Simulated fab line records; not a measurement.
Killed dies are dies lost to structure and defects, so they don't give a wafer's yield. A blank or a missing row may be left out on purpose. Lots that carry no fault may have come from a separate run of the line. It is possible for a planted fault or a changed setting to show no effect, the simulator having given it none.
Matching of chambers    flow n5-finfet    rie-diel-06 running N5_BEOL_M1_ETCH_70: 4 sister chambers
The step etches SOC in N2/H2, target depth 80 nm, overetch 16 nm, time 120 s. 7 wafers are shown with their chamber, then 10 later ones without.

## WAFERS, EACH WITH ITS CHAMBER
wafer   chamber  showerhead-plenum-p-Torr (Torr)  throttle-valve-pct (%)
L075.3  1        2.48                             17.99
L079.1  0        2.56                             17.83
L083.3  0        2.55                             17.84
L085.5  2        2.50                             17.96
L085.6  3        2.41                             18.07
L086.4  2        2.50                             17.97
L086.5  3        2.41                             18.08

## WAFERS WHOSE CHAMBER IS MISSING
wafer   showerhead-plenum-p-Torr (Torr)  throttle-valve-pct (%)
L086.6  2.55                             17.84
L088.2  2.41                             18.07
L088.4  2.55                             17.87
L088.6  2.50                             17.97
L092.3  2.41                             18.10
L092.4  2.55                             17.86
L092.5  2.48                             17.59
L097.3  2.47                             17.61
L097.5  2.72                             17.64
L097.6  2.49                             18.00

## WHICH CHAMBER EACH ONE RAN IN
wafer    from the rows above   in truth
L086.6   0                     0
L088.2   3                     3
L088.4   0                     0
L088.6   2                     2
L092.3   3                     3
L092.4   0                     0
L092.5   0                     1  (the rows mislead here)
L097.3   0                     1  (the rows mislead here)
L097.5   0                     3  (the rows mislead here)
L097.6   1                     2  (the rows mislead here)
Correctly placed: 6 of 10. Not placeable from these rows: 0. Number placed wrongly: 4.
How it was worked out, from the rows above alone: a wafer's distance from a chamber is the root of the sum, over the readings, of the square of ((its reading less the chamber's mean) divided by the reading's scatter). The wafer belongs to the nearest chamber; if the next one is less than 2 further off, it can't be placed. The mean given for a chamber averages the wafers shown for that chamber. The scatter: the root of (the sum of the squares of (reading less its chamber's mean) over the shown wafers, divided by (wafers less chambers)).
